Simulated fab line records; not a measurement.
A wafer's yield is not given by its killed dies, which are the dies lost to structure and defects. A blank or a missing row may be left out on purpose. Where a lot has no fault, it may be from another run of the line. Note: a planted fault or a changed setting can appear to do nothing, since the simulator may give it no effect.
A lot that was struck, set against a sound lot	flow nand_harc	14 out of 1302 route steps
Sound: wafers L658.1, L658.4, L658.5. Wafers L665.2, L665.3, L665.5 were the ones struck. At the end, the cause is stated.
For every step that has rows: the tool of each side, followed by ch and its chambers, followed by its first start. Under that, the readings that differ: sound wafers	struck wafers	difference of the means	sigmas: that difference in standard deviations of wafers without a fault.
alike: same words and numbers on both sides, and readings whose means sit less than 2 such deviations apart. not compared: any withheld reading, any reading some wafer has no value for, any bound like >300 that may hide the same value, and any number with overlapping values for which the record gives no deviation.
The two part at a step that has a row with sigmas, a row that says differs or no value, or rows on one side only. Numbers that don't overlap but have no deviation are shown without sigmas and don't part them. A reading missing from all wafers of one side parts the sides only when that side holds two or more wafers.

first, 4 steps without rows for these wafers: NHARC_P_BONDPAD_EBR_05; NHARC_P_BONDPAD_EXPOSE_06 (exposes mask P BPAD); NHARC_P_BONDPAD_PEB_07 (peb time 80 s); NHARC_P_BONDPAD_DEVELOP_08 (time 50 s).
NHARC_P_BONDPAD_CD_MEAS_09: target cd 500 nm.
  sound on cd_sem-01 ch 0, day 6 11:08; struck on cd_sem-03 ch 0, day 9 21:59
  alike: cd_nm
NHARC_P_BONDPAD_OVL_MEAS_38:
  sound: overlay-01 at day 6 11:14; struck: overlay-02 at day 9 22:04
  alike: overlay_x_nm, overlay_y_nm
then, 1 step without rows for these wafers: NHARC_P_BONDPAD_HARDBAKE_10 (time 65 s).
NHARC_P_BONDPAD_DESCUM_11: chemistry O2, time 3 s.
  sound on rie_diel-12 ch 0,2, day 6 11:22; struck on rie_diel-12 ch 0,1,2, day 9 22:13
  alike: chamber_pressure_mTorr, drypump_motor_current_A, oes_product_au, rf_vpp_V, showerhead_plenum_p_Torr, throttle_valve_pct
  not compared: rf_hours_counter_h
NHARC_P_BONDPAD_ETCH_37: etches the open film in N2/H2, target depth 60 nm, overetch 18 nm, time 65.91 s.
  sound on rie_diel-12 ch 1,2, day 6 11:26; struck on rie_diel-12 ch 1,3, day 9 22:17
  alike: bias_w, chamber_pressure_mTorr, drypump_motor_current_A, oes_product_au, rf_vpp_V, showerhead_plenum_p_Torr, throttle_valve_pct
  not compared: rf_hours_counter_h
NHARC_P_BONDPAD_ETCH_12: etches the open film in CHF3/O2, target depth 200 nm, time 100 s.
  sound on rie_diel-12 ch 0,1,3; struck on rie_diel-12 ch 0,1,2
  alike: bias_w, chamber_pressure_mTorr, drypump_motor_current_A, oes_product_au, rf_vpp_V, showerhead_plenum_p_Torr, throttle_valve_pct
  not compared: rf_hours_counter_h
NHARC_P_BONDPAD_CD_MEAS_13:
  sound: cd_sem-01 at day 6 11:40; struck: cd_sem-03 at day 9 22:31
  alike: cd_nm
NHARC_P_BONDPAD_STRIP_15: strips in O2.
  sound on rie_diel-10 ch 2,3, day 6 11:46; struck on rie_diel-12 ch 0,1,2, day 9 22:37
reading	sound	struck	difference	sigmas
showerhead_plenum_p_Torr (Torr)	3.31 3.31 3.31	3.74 3.44 3.68	+0.31	+2
  alike: chamber_pressure_mTorr, drypump_motor_current_A, oes_product_au, rf_vpp_V, throttle_valve_pct
  not compared: rf_hours_counter_h
NHARC_P_BONDPAD_ETCH_24: etches the open film in CF4/N2, target depth 30 nm, time 72.99 s.
  sound on rie_diel-10 ch 0,1,3, day 6 11:54; struck on rie_diel-12 ch 0,1, day 9 22:44
  no value came back on the struck wafers for any of 8 readings (bias_w (W), cf4_flow_sccm (sccm) and others); on the sound wafers bias_w (W) reads 99.76 99.55 100.31
  not compared: rf_hours_counter_h
then, 1 step without rows for these wafers: NHARC_P_BONDPAD_STRIP_16 (strips in post etch residue remover, time 600 s).

## WHERE THEY PART
First at NHARC_P_BONDPAD_STRIP_15; last, within this record, at NHARC_P_BONDPAD_ETCH_24.

WHY: what the simulator had put in
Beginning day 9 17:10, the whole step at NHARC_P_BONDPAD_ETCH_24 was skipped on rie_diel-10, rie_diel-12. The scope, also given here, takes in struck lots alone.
